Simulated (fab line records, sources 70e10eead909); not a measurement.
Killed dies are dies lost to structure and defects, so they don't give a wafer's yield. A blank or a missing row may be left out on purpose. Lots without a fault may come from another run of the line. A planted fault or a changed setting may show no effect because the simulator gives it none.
fab line records | flow nand_harc | part 2 of 2: steps 22 to 34 of 34
record lots=5 wafers=15 last_day=29
route steps=1302 shown A_STAIRCASE@827
lots that met no fault: from a run of the same line without faults
start_h: hours from the record's first day to the start of the lot's first wafer shown | wait_h: hours since the lot's step before | " the same as in the row above | L1.1+2: a row that stands for several wafers | - no value, or no start given | * or withheld: withheld | < > ~ a bound
route shown NAME@n: a module of which the file shows steps, and the number in the route of the first | usual: mean/standard deviation of fault-free wafers | same: alike in all rows | chamber/n: place in a boat | sites: the reading at each site | _std_site: their standard deviation | _edge_site: outer sites' mean less inner sites' | radius_mm: how far each site lies from the wafer's centre | mask NAME#n: copy n | behind: the tool/chamber that last shaped the wafer | hold: why the lot was held/for how many hours/how that ended | device: the transistor (n, p or np) that didn't switch | end of line: the same wafers' tests at the end of the route | a step without rows: its recipe alone | killed: dies lost to structure and defects at the first sort, not the wafer's yield | map: a wafer's dies, x killed, . not, _ none there
set.NAME: the setting as run; set.NAME@STEP: as run at that earlier step | model.NAME: the simulator's own value behind a step, which no gauge read
lots at some steps of the route; a table a step, a row a wafer
services: from which hour (start_h, from the record's first day; less than 0 if before it) a tool's chamber was out of use, for how many hours, and why
## steps
# step NHARC_A_STAIRCASE_DEP_151
# recipe target_thk_a=72000 temp_c=400 target_thk_nm=7200 teos_flow_sccm=200 rf_w=500 material=SiO2
# usual heater_power_w=655/93
# columns lot.wafer tool chamber start_h wait_h heater_power_w
L083.2 pecvd-02 0 474.84 0.5 917
L083.4 " 0 " " 694
L083.6 " 1 " " 619
L084.1 pecvd-02 0 518.94 0.4 808
L084.3 " 1 " " 724
L084.2 " 2 " " 634
L086.2 pecvd-02 2 527.61 0.5 748
L086.4 " 2 " " 622
L086.5 " 0 " " 730
L085.2 pecvd-04 2 527.74 0.6 754
L085.3 " 0 " " 595
L085.5 " 2 " " 625
L087.1 pecvd-04 0 531.72 0.4 587
L087.3 " 2 " " 726
L087.6 " 1 " " 634
# step NHARC_A_STAIRCASE_ANNEAL_320
# recipe temp_c=750 time_s=1800
# usual spike_tc_bottom_C=768/3.8 spike_tc_upper_C=750.6/1.3
# columns lot.wafer tool chamber start_h wait_h spike_tc_bottom_C spike_tc_upper_C
L083.2 furnace-03 0 481.28 - 771 750.6
L083.4 " 0 " " 771 750.3
L083.6 " 0 " " 771 751.0
L084.1 furnace-03 0 523.70 - 772 749.6
L084.2 " 0 " " 772 750.8
L084.3 " 0 " " 773 753.2
L085.2 furnace-03 0 535.48 - 771 751.1
L085.3 " 0 " " 769 750.8
L085.5 " 0 " " 771 749.1
L086.2 furnace-03 0 535.48 - 772 750.7
L086.4 " 0 " " 772 747.9
L086.5 " 0 " " 770 748.9
L087.1 furnace-03 0 535.48 - 771 752.4
L087.3 " 0 " " 772 749.9
L087.6 " 0 " " 773 751.9
# step NHARC_A_STAIRCASE_DEP_322
# recipe target_thk_a=72000 temp_c=400 target_thk_nm=7200 teos_flow_sccm=200 rf_w=500 material=SiO2
# usual heater_power_w=660/84
# columns lot.wafer tool chamber start_h wait_h heater_power_w
L083.2 pecvd-04 1 484.71 0.1 700
L083.6 " 1 " " 612
L083.4 " 0 " " 574
L084.1 pecvd-04 0 527.07 0.1 701
L084.3 " 1 " " 716
L084.2 " 2 " " 750
L085.2 pecvd-03 1 538.88 0.1 721
L085.3 " 0 " " 830
L085.5 " 0 " " 667
L087.1 pecvd-04 1 538.89 0.1 664
L087.3 " 0 " " 658
L087.6 " 2 " " 613
L086.2 pecvd-02 1 538.89 0.1 727
L086.5 " 1 " " 605
L086.4 " 2 " " 608
# step NHARC_A_STAIRCASE_ANNEAL_323
# recipe temp_c=750 time_s=1800
# usual spike_tc_bottom_C=766.2/2.9 spike_tc_upper_C=749.7/1.4
# columns lot.wafer tool chamber start_h wait_h spike_tc_bottom_C spike_tc_upper_C
L083.2 furnace-06 0 491.18 - 764.6 750.9
L083.4 " 0 " " 764.2 749.9
L083.6 " 0 " " 764.1 751.2
L084.1 furnace-08 0 533.73 - 767.0 748.3
L084.2 " 0 " " 767.0 748.2
L084.3 " 0 " " 766.1 747.4
L085.2 furnace-06 0 543.36 - 762.0 751.0
L085.3 " 0 " " 762.1 748.5
L085.5 " 0 " " 763.8 752.2
L086.2 furnace-06 0 543.36 - 762.6 750.4
L086.4 " 0 " " 764.8 750.1
L086.5 " 0 " " 764.0 751.6
L087.1 furnace-06 0 543.36 - 762.0 750.7
L087.3 " 0 " " 764.5 750.7
L087.6 " 0 " " 763.8 749.6
# step NHARC_A_STAIRCASE_DEP_325
# recipe target_thk_a=72000 temp_c=400 target_thk_nm=7200 teos_flow_sccm=200 rf_w=500 material=SiO2
# usual heater_power_w=654/86
# columns lot.wafer tool chamber start_h wait_h heater_power_w
L083.2 pecvd-02 1 494.77 0.3 725
L083.6 " 0 " " 735
L083.4 " 1 " " 608
L084.3 pecvd-02 0 537.13 0.1 808
L084.2 " 1 " " 649
L084.1 " 2 " " 641
L085.3 pecvd-03 2 546.84 0.2 547
L085.2 " 0 " " 755
L085.5 " 2 " " 462
L086.2 pecvd-04 2 546.84 0.2 708
L086.4 " 1 " " 647
L086.5 " 0 " " 568
L087.1 pecvd-02 1 546.85 0.2 631
L087.3 " 2 " " 694
L087.6 " 1 " " 599
# step NHARC_A_STAIRCASE_ANNEAL_326
# recipe temp_c=750 time_s=1800
# usual spike_tc_bottom_C=767/4 spike_tc_upper_C=750.2/1.1
# columns lot.wafer tool chamber start_h wait_h spike_tc_bottom_C spike_tc_upper_C
L083.2 furnace-06 0 499.03 - 763 749.9
L083.4 " 0 " " 760 748.7
L083.6 " 0 " " 762 751.3
L084.1 furnace-08 0 541.09 - 766 749.6
L084.2 " 0 " " 766 748.3
L084.3 " 0 " " 765 749.4
L085.2 furnace-03 0 551.88 - 770 749.9
L085.3 " 0 " " 771 749.3
L085.5 " 0 " " 772 750.7
L086.2 furnace-03 0 551.88 - 773 751.6
L086.4 " 0 " " 771 749.5
L086.5 " 0 " " 771 749.2
L087.1 furnace-03 0 551.88 - 771 749.1
L087.3 " 0 " " 772 749.0
L087.6 " 0 " " 772 750.6
# step NHARC_A_STAIRCASE_DEHYDRATE_433
# recipe temp_c=150 time_s=120
# columns lot.wafer tool chamber start_h wait_h
L083.2+4+6 litho_track-03 0 502.40 0.1
L084.1+2+3 litho_track-02 0 544.46 0.1
L086.2+4+5 litho_track-03 0 555.33 0.1
L087.1+3+6 litho_track-07 0 555.33 0.1
L085.2+3+5 litho_track-02 0 555.36 0.1
# step NHARC_A_STAIRCASE_HMDS_434
# recipe time_s=30
# columns lot.wafer tool chamber start_h wait_h
L083.2+4+6 litho_track-03 0 - -
L084.1+2+3 litho_track-02 0 - -
L086.2+4+5 litho_track-03 0 - -
L087.1+3+6 litho_track-07 0 - -
L085.2+3+5 litho_track-02 0 - -
# step NHARC_A_STAIRCASE_COAT_435
# recipe spin_rpm=1200
# usual spin_speed_rpm=1199.9/0.83
# columns lot.wafer tool chamber start_h wait_h spin_speed_rpm
L083.2 litho_track-03 0 - - 1201.2
L083.4 " 0 " " 1198.9
L083.6 " 0 " " 1200.4
L084.1 litho_track-02 0 - - 1200.5
L084.2 " 0 " " 1200.8
L084.3 " 0 " " 1200.8
L086.2 litho_track-03 0 - - 1200.2
L086.4 " 0 " " 1199.8
L086.5 " 0 " " 1201.9
L087.1 litho_track-07 0 - - 1199.5
L087.3 " 0 " " 1199.5
L087.6 " 0 " " 1199.4
L085.2 litho_track-02 0 - - 1199.0
L085.3 " 0 " " 1198.1
L085.5 " 0 " " 1200.3
# step NHARC_A_STAIRCASE_SOFTBAKE_436
# recipe temp_c=135 time_s=170
# columns lot.wafer tool chamber start_h wait_h
L083.2+4+6 litho_track-03 0 - -
L084.1+2+3 litho_track-02 0 - -
L086.2+4+5 litho_track-03 0 - -
L087.1+3+6 litho_track-07 0 - -
L085.2+3+5 litho_track-02 0 - -
# step NHARC_A_STAIRCASE_EBR_437
# columns lot.wafer tool chamber start_h wait_h
L083.2+4+6 litho_track-03 0 - -
L084.1+2+3 litho_track-02 0 - -
L086.2+4+5 litho_track-03 0 - -
L087.1+3+6 litho_track-07 0 - -
L085.2+3+5 litho_track-02 0 - -
# step NHARC_A_STAIRCASE_EXPOSE_438
# recipe na=0.5 dose_mj=28.97 mask_id=STAIR_REV
# same na=0.5
# columns lot.wafer tool chamber start_h wait_h mask
L083.2+4+6 krf_scanner-03 0 502.77 - STAIR_REV#0
L084.1+2+3 krf_scanner-02 0 544.79 - STAIR_REV#0
L086.2+4+5 krf_scanner-02 0 555.55 - STAIR_REV#0
L087.1+3+6 krf_scanner-04 0 555.70 - STAIR_REV#0
L085.2+3+5 krf_scanner-03 0 555.87 - STAIR_REV#0
# step NHARC_A_STAIRCASE_PEB_439
# recipe peb_temp_c=115 peb_time_s=130
# columns lot.wafer tool chamber start_h wait_h
L083.2+4+6 litho_track-03 0 502.84 0.1
L084.1+2+3 litho_track-02 0 544.86 0.1
L086.2+4+5 litho_track-07 0 555.61 0.1
L087.1+3+6 litho_track-07 0 555.77 0.1
L085.2+3+5 litho_track-07 0 555.93 0.1
## services
# columns tool chamber start_h hours kind
krf_scanner-02 - 438.00 4.0 pm
litho_track-03 - 450.00 7.0 pm
pecvd-04 - 450.57 13.0 pm
krf_scanner-02 - 456.08 0.2 repair
rie_diel-03 - 458.30 9.0 pm
krf_scanner-03 - 461.07 1.6 repair
krf_scanner-03 - 463.48 3.5 repair
rie_diel-05 - 466.57 7.1 repair
rie_diel-07 - 471.20 9.0 pm
rie_diel-03 1 477.21 2.8 repair
lpcvd-02 - 478.90 1.8 repair
pecvd-04 - 479.32 0.7 repair
furnace-08 - 479.88 26.0 pm
rie_diel-03 0 492.39 3.5 repair
rie_diel-07 0 497.96 6.9 repair
wet_h3po4-01 - 512.53 8.0 pm
wet_bench-09 - 528.80 8.0 pm
ald_hk-02 - 531.72 10.0 pm
rie_diel-05 1 535.89 5.3 repair
rie_diel-03 - 537.05 0.6 repair
pecvd-04 - 540.64 0.4 repair
pecvd-03 - 547.31 13.0 pm
ald_hk-02 - 549.08 0.8 repair
rie_diel-05 0 553.50 2.5 repair
